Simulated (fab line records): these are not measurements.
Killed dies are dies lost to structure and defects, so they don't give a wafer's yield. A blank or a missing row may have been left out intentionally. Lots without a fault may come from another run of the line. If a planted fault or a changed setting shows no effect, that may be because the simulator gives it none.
Which tool is to blame?	flow n5_finfet	72 wafers from 24 lots sampled at 6 of the route's 1938 steps

WHAT THE GAUGES READ, wafer by wafer
N5_BEOL_M1_RS_MEAS_58: uses a four-point probe to measure. Usual: for M1_RS the level is 0.68 ohm/sq and the standard deviation is 0.033.
lot	measured	on	M1_RS (ohm/sq)	flag
L074	day 6 12:59	film_metro-01	0.74 0.67 0.64	
L076	day 6 15:58	film_metro-01	0.70 0.64 0.69	
L075	day 6 23:01	film_metro-02	0.66 0.73 0.69	
L077	day 7 04:14	film_metro-01	0.71 0.63 0.69	
L078	day 7 07:16	film_metro-01	0.72 0.75 0.67	
L079	day 7 21:50	film_metro-01	0.71 0.68 0.73	
L080	day 8 07:29	film_metro-02	0.67 0.68 0.70	
L081	day 8 09:23	film_metro-02	0.61 0.59 0.62	
L082	day 8 10:55	film_metro-02	0.69 0.69 0.68	
L083	day 8 15:44	film_metro-02	0.69 0.64 0.66	
L084	day 9 07:14	film_metro-01	0.71 0.68 0.65	
L085	day 9 04:57	film_metro-01	0.68 0.68 0.69	
L087	day 10 12:41	film_metro-01	0.65 0.69 0.71	
L086	day 10 17:51	film_metro-02	0.70 0.66 0.70	
L089	day 10 20:32	film_metro-02	0.67 0.63 0.67	
L088	day 10 22:44	film_metro-01	0.73 0.66 0.65	
L090	day 10 23:43	film_metro-02	0.69 0.68 0.71	
L093	day 11 19:38	film_metro-01	0.67 0.67 0.64	
L091	day 12 00:25	film_metro-02	0.77 0.69 0.70	
L094	day 12 01:16	film_metro-01	0.74 0.66 0.68	
L095	day 12 03:13	film_metro-02	0.69 0.65 0.68	
L092	day 12 04:41	film_metro-01	0.61 0.63 0.67	
L096	day 12 05:13	film_metro-02	0.66 0.69 0.66	
L097	day 13 01:20	film_metro-01	0.66 0.69 0.70	

WHICH TOOL RAN EACH LOT (tool, then ch and the chambers of the sampled wafers, then the start)
lot	N5_BEOL_M0_SPUTTER_116	N5_BEOL_M0_ANNEAL_117	N5_BEOL_M1_STRIP_97	N5_BEOL_M1_SPUTTER_88	N5_BEOL_M1_SPUTTER_92
L074	pvd_sputter-03, day 5 21:16	pvd_sputter-03, day 5 21:20	rie_diel-02 ch 1,2, day 6 11:03 or earlier	pvd_sputter-01, day 6 11:03	pvd_sputter-01, day 6 11:29
L076	pvd_sputter-01, day 6 06:30	pvd_sputter-01, day 6 06:35	rie_diel-01 ch 1,2,3, day 6 14:02 or earlier	pvd_sputter-01, day 6 14:02	pvd_sputter-01, day 6 14:29
L075	pvd_sputter-02, day 6 07:02	pvd_sputter-02, day 6 07:07	rie_diel-01 ch 0,3, day 6 19:07 or earlier	pvd_sputter-02, day 6 19:07	pvd_sputter-02, day 6 19:34
L077	pvd_sputter-01, day 6 17:06	pvd_sputter-01, day 6 17:11	rie_diel-03 ch 0,2,3, day 7 02:18 or earlier	pvd_sputter-03, day 7 02:18	pvd_sputter-03, day 7 02:44
L078	pvd_sputter-03, day 6 21:58	pvd_sputter-03, day 6 22:02	rie_diel-02 ch 0,2,3, day 7 05:20 or earlier	pvd_sputter-02, day 7 05:20	pvd_sputter-02, day 7 05:46
L079	pvd_sputter-01, day 7 03:06	pvd_sputter-01, day 7 03:11	rie_diel-01 ch 1,2,3, day 7 19:53 or earlier	pvd_sputter-01, day 7 19:53	pvd_sputter-01, day 7 20:20
L080	pvd_sputter-03, day 7 11:20	pvd_sputter-03, day 7 11:25	rie_diel-01 ch 0,1,2, day 8 05:33 or earlier	pvd_sputter-02, day 8 05:33	pvd_sputter-02, day 8 05:59
L081	pvd_sputter-01, day 7 18:29	pvd_sputter-01, day 7 18:34	rie_diel-01 ch 0,1,2, day 8 07:25 or earlier	pvd_sputter-03, day 8 07:25	pvd_sputter-03, day 8 07:52
L082	pvd_sputter-01, day 7 20:51	pvd_sputter-01, day 7 20:56	rie_diel-03 ch 0,1,3, day 8 08:59 or earlier	pvd_sputter-02, day 8 08:59	pvd_sputter-02, day 8 09:26
L083	pvd_sputter-01, day 8 06:55	pvd_sputter-01, day 8 07:00	rie_diel-02 ch 0,1,3, day 8 13:49 or earlier	pvd_sputter-02, day 8 13:49	pvd_sputter-02, day 8 14:15
L084	pvd_sputter-01, day 8 13:36	pvd_sputter-01, day 8 13:41	rie_diel-03 ch 1,2, day 9 05:17 or earlier	pvd_sputter-03, day 9 05:17	pvd_sputter-03, day 9 05:44
L085	pvd_sputter-01, day 8 17:01	pvd_sputter-01, day 8 17:06	rie_diel-02 ch 0,2, day 9 02:55 or earlier	pvd_sputter-03, day 9 02:55	pvd_sputter-03, day 9 03:21
L087	pvd_sputter-02, day 10 02:25	pvd_sputter-02, day 10 02:29	rie_diel-02 ch 0,1,2, day 10 10:40 or earlier	pvd_sputter-01, day 10 10:40	pvd_sputter-01, day 10 11:06
L086	pvd_sputter-02, day 10 09:19	pvd_sputter-02, day 10 09:24	rie_diel-03 ch 2,3, day 10 15:55 or earlier	pvd_sputter-01, day 10 15:55	pvd_sputter-01, day 10 16:22
L089	pvd_sputter-03, day 10 11:14	pvd_sputter-03, day 10 11:19	rie_diel-01 ch 0,2,3, day 10 18:24 or earlier	pvd_sputter-01, day 10 18:24	pvd_sputter-01, day 10 18:50
L088	pvd_sputter-01, day 10 13:01	pvd_sputter-01, day 10 13:05	rie_diel-03 ch 0,1, day 10 20:47 or earlier	pvd_sputter-02, day 10 20:47	pvd_sputter-02, day 10 21:14
L090	pvd_sputter-02, day 10 14:03	pvd_sputter-02, day 10 14:08	rie_diel-01 ch 0,2,3, day 10 21:45 or earlier	pvd_sputter-01, day 10 21:45	pvd_sputter-01, day 10 22:11
L093	pvd_sputter-03, day 11 11:16	pvd_sputter-03, day 11 11:20	rie_diel-02 ch 0,1, day 11 17:41 or earlier	pvd_sputter-03, day 11 17:41	pvd_sputter-03, day 11 18:08
L091	pvd_sputter-02, day 11 14:26	pvd_sputter-02, day 11 14:31	rie_diel-01 ch 0,3, day 11 22:29 or earlier	pvd_sputter-01, day 11 22:29	pvd_sputter-01, day 11 22:56
L094	pvd_sputter-03, day 11 16:20	pvd_sputter-03, day 11 16:25	rie_diel-01 ch 0,1,2, day 11 23:20 or earlier	pvd_sputter-03, day 11 23:20	pvd_sputter-03, day 11 23:46
L095	pvd_sputter-02, day 11 16:36	pvd_sputter-02, day 11 16:41	rie_diel-02 ch 2,3, day 12 00:43 or earlier	pvd_sputter-01, day 12 00:43	pvd_sputter-01, day 12 01:09
L092	pvd_sputter-01, day 11 17:32	pvd_sputter-01, day 11 17:37	rie_diel-01 ch 1,2, day 12 02:45 or earlier	pvd_sputter-03, day 12 02:45	pvd_sputter-03, day 12 03:11
L096	pvd_sputter-02, day 11 17:47	pvd_sputter-02, day 11 17:52	rie_diel-03 ch 0,2,3, day 12 03:05 or earlier	pvd_sputter-01, day 12 03:05	pvd_sputter-01, day 12 03:32
L097	pvd_sputter-02, day 12 06:07	pvd_sputter-02, day 12 06:12	rie_diel-03 ch 0,1,3, day 12 23:25 or earlier	pvd_sputter-03, day 12 23:25	pvd_sputter-03, day 12 23:51
- N5_BEOL_M0_SPUTTER_116: material Cu, target thk 4 nm, time 7.37 s.
- N5_BEOL_M0_ANNEAL_117: time 60 s.
- N5_BEOL_M1_STRIP_97: strips in N2/H2, time 10 s.
- N5_BEOL_M1_SPUTTER_88: material Cu, target thk 4.5 nm, time 8.29 s.
- N5_BEOL_M1_SPUTTER_92: material Cu, target thk 4.5 nm, time 8.29 s.

WHAT THE TOOLS THEMSELVES READ (means of the sampled wafers that have a number; where no wafer has one, the mark that the record gives instead)
N5_BEOL_M0_SPUTTER_116. Usual: chuck_gas_flow_sccm 1.26 sccm, standard deviation 0.053; substrate_temp_c -19.99 C, standard deviation 0.1; throttle_valve_pct 30.3 %, standard deviation 1.1.
lot	tool	chuck_gas_flow_sccm (sccm)	substrate_temp_c (C)	throttle_valve_pct (%)	flag
L074	pvd_sputter-03	1.25	-20.01	31.0	
L076	pvd_sputter-01	1.30	-20.02	30.9	
L075	pvd_sputter-02	1.27	-20.02	29.0	
L077	pvd_sputter-01	1.29	-19.98	30.5	
L078	pvd_sputter-03	1.24	-19.89	30.8	
L079	pvd_sputter-01	1.24	-19.96	31.2	
L080	pvd_sputter-03	1.33	-19.98	31.3	
L081	pvd_sputter-01	1.29	-20.03	30.9	
L082	pvd_sputter-01	1.28	-19.95	31.2	
L083	pvd_sputter-01	1.28	-20.02	30.7	
L084	pvd_sputter-01	1.25	-19.99	30.8	
L085	pvd_sputter-01	1.19	-20.03	30.8	
L087	pvd_sputter-02	1.23	-19.99	28.8	
L086	pvd_sputter-02	1.28	-19.95	29.1	
L089	pvd_sputter-03	1.26	-19.98	31.3	
L088	pvd_sputter-01	1.28	-19.94	30.9	
L090	pvd_sputter-02	1.32	-20.02	29.2	
L093	pvd_sputter-03	1.28	-19.92	30.2	
L091	pvd_sputter-02	1.26	-20.08	29.3	
L094	pvd_sputter-03	1.19	-20.02	31.0	
L095	pvd_sputter-02	1.25	-19.95	28.9	
L092	pvd_sputter-01	1.24	-20.04	31.2	
L096	pvd_sputter-02	1.29	-19.92	29.0	
L097	pvd_sputter-02	1.32	-19.95	29.0	

N5_BEOL_M0_ANNEAL_117. Usual: 832 W for heater_power_w, sd 77.
lot	tool	heater_power_w (W)	flag
L074	pvd_sputter-03	815	
L076	pvd_sputter-01	827	
L075	pvd_sputter-02	846	
L077	pvd_sputter-01	852	
L078	pvd_sputter-03	765	
L079	pvd_sputter-01	759	
L080	pvd_sputter-03	848	
L081	pvd_sputter-01	880	
L082	pvd_sputter-01	843	
L083	pvd_sputter-01	874	
L084	pvd_sputter-01	895	
L085	pvd_sputter-01	897	
L087	pvd_sputter-02	808	
L086	pvd_sputter-02	850	
L089	pvd_sputter-03	804	
L088	pvd_sputter-01	829	
L090	pvd_sputter-02	835	
L093	pvd_sputter-03	762	
L091	pvd_sputter-02	891	
L094	pvd_sputter-03	847	
L095	pvd_sputter-02	802	
L092	pvd_sputter-01	755	
L096	pvd_sputter-02	843	
L097	pvd_sputter-02	834	

N5_BEOL_M1_STRIP_97. Usual: drypump_motor_current_A 5.9 A, standard deviation 0.51; oes_product_au 0.81 a.u., standard deviation 0.094; rf_vpp_V 59.0 V, standard deviation 0.8; showerhead_plenum_p_Torr 2.54 Torr, standard deviation 0.084; throttle_valve_pct 23.5 %, standard deviation 0.32.
lot	tool	drypump_motor_current_A (A)	oes_product_au (a.u.)	rf_vpp_V (V)	showerhead_plenum_p_Torr (Torr)	throttle_valve_pct (%)	flag
L074	rie_diel-02	5.6	0.70	57.9	2.44	23.9	
L076	rie_diel-01	5.6	0.85	59.0	2.60	23.4	
L075	rie_diel-01	5.8	0.75	59.5	2.51	23.3	
L077	rie_diel-03	5.8	0.83	59.3	2.56	23.4	
L078	rie_diel-02	6.1	0.78	58.8	2.47	23.7	
L079	rie_diel-01	5.6	0.82	58.1	2.60	23.4	
L080	rie_diel-01	6.0	0.87	59.9	2.62	23.4	
L081	rie_diel-01	6.0	0.87	59.1	2.62	23.4	
L082	rie_diel-03	5.9	0.82	58.9	2.59	23.6	
L083	rie_diel-02	5.7	0.77	58.7	2.44	23.8	
L084	rie_diel-03	5.9	0.75	58.9	2.60	23.9	
L085	rie_diel-02	6.2	0.96	58.6	2.49	23.5	
L087	rie_diel-02	5.7	0.85	58.6	2.45	23.7	
L086	rie_diel-03	6.1	0.78	58.9	2.56	23.4	
L089	rie_diel-01	5.9	0.86	59.5	2.54	23.3	
L088	rie_diel-03	5.6	0.74	59.7	2.60	23.9	
L090	rie_diel-01	5.9	0.86	58.1	2.54	23.3	
L093	rie_diel-02	5.5	0.83	58.3	2.45	23.6	
L091	rie_diel-01	5.7	0.87	57.9	2.50	23.1	
L094	rie_diel-01	6.0	0.82	59.2	2.61	23.5	
L095	rie_diel-02	6.3	0.75	58.6	2.43	23.9	
L092	rie_diel-01	5.8	0.85	58.9	2.65	23.4	
L096	rie_diel-03	5.8	0.78	58.9	2.55	23.4	
L097	rie_diel-03	5.9	0.76	59.2	2.57	23.7	

N5_BEOL_M1_SPUTTER_88. Usual: chuck_gas_flow_sccm 1.26 sccm, standard deviation 0.048; substrate_temp_c -20.00 C, standard deviation 0.12; throttle_valve_pct 30.5 %, standard deviation 1.1.
lot	tool	chuck_gas_flow_sccm (sccm)	substrate_temp_c (C)	throttle_valve_pct (%)	flag
L074	pvd_sputter-01	1.27	-20.01	30.4	
L076	pvd_sputter-01	1.26	-20.00	30.9	
L075	pvd_sputter-02	1.28	-19.91	29.0	
L077	pvd_sputter-03	1.22	-20.01	30.2	
L078	pvd_sputter-02	1.27	-19.99	29.1	
L079	pvd_sputter-01	1.21	-19.97	30.7	
L080	pvd_sputter-02	1.25	-19.95	29.5	
L081	pvd_sputter-03	1.27	-19.85	30.1	
L082	pvd_sputter-02	1.26	-19.84	29.3	
L083	pvd_sputter-02	1.26	-19.95	29.2	
L084	pvd_sputter-03	1.24	-20.05	31.5	
L085	pvd_sputter-03	1.31	-19.99	30.9	
L087	pvd_sputter-01	1.29	-20.07	30.7	
L086	pvd_sputter-01	1.28	-20.07	30.4	
L089	pvd_sputter-01	1.24	-19.97	31.2	
L088	pvd_sputter-02	1.26	-20.04	29.2	
L090	pvd_sputter-01	1.25	-19.92	30.6	
L093	pvd_sputter-03	1.27	-20.07	32.1	
L091	pvd_sputter-01	1.25	-20.01	31.3	
L094	pvd_sputter-03	1.28	-19.99	30.3	
L095	pvd_sputter-01	1.29	-20.02	31.2	
L092	pvd_sputter-03	1.23	-20.17	30.0	
L096	pvd_sputter-01	1.25	-20.03	31.1	
L097	pvd_sputter-03	1.25	-20.00	31.0	

N5_BEOL_M1_SPUTTER_92. Usual: chuck_gas_flow_sccm 1.27 sccm, standard deviation 0.053; substrate_temp_c -19.98 C, standard deviation 0.098; throttle_valve_pct 30.5 %, standard deviation 1.1.
lot	tool	chuck_gas_flow_sccm (sccm)	substrate_temp_c (C)	throttle_valve_pct (%)	flag
L074	pvd_sputter-01	1.27	-20.01	30.3	
L076	pvd_sputter-01	1.29	-20.06	30.8	
L075	pvd_sputter-02	1.28	-19.87	29.2	
L077	pvd_sputter-03	1.22	-19.90	30.1	
L078	pvd_sputter-02	1.24	-20.00	29.2	
L079	pvd_sputter-01	1.26	-19.96	30.9	
L080	pvd_sputter-02	1.23	-20.00	29.2	
L081	pvd_sputter-03	1.27	-19.96	30.2	
L082	pvd_sputter-02	1.30	-19.91	29.3	
L083	pvd_sputter-02	1.24	-20.05	29.2	
L084	pvd_sputter-03	1.31	-20.07	31.4	
L085	pvd_sputter-03	1.28	-20.01	31.0	
L087	pvd_sputter-01	1.24	-19.97	30.6	
L086	pvd_sputter-01	1.27	-20.07	30.4	
L089	pvd_sputter-01	1.23	-19.92	31.2	
L088	pvd_sputter-02	1.28	-19.98	29.3	
L090	pvd_sputter-01	1.28	-19.86	30.8	
L093	pvd_sputter-03	1.27	-19.88	32.0	
L091	pvd_sputter-01	1.27	-20.03	31.0	
L094	pvd_sputter-03	1.26	-19.97	30.2	
L095	pvd_sputter-01	1.29	-20.02	31.2	
L092	pvd_sputter-03	1.22	-20.04	30.1	
L096	pvd_sputter-01	1.21	-20.06	31.1	
L097	pvd_sputter-03	1.29	-19.96	30.7	

THE ANSWER, worked out from the rows above alone
Rule: take the mean of a lot's wafers that have a number; if it is more than 3 standard deviations from the usual mean, the lot is off. A lot without any number at a reading at which 4 lots or more have one is off too. Any other lot the step has rows for is counted as sound. Order of review: gauges by route order, followed by the tools' own readings, for which a lot's mean as printed above is used. The first step at which some lot is off is used, and at that step the reading that is off furthest; a lot without a number counts as furthest.
None of the lots is off at any reading shown; this tells nothing.

WHAT HAD BEEN PUT IN BY THE SIMULATOR
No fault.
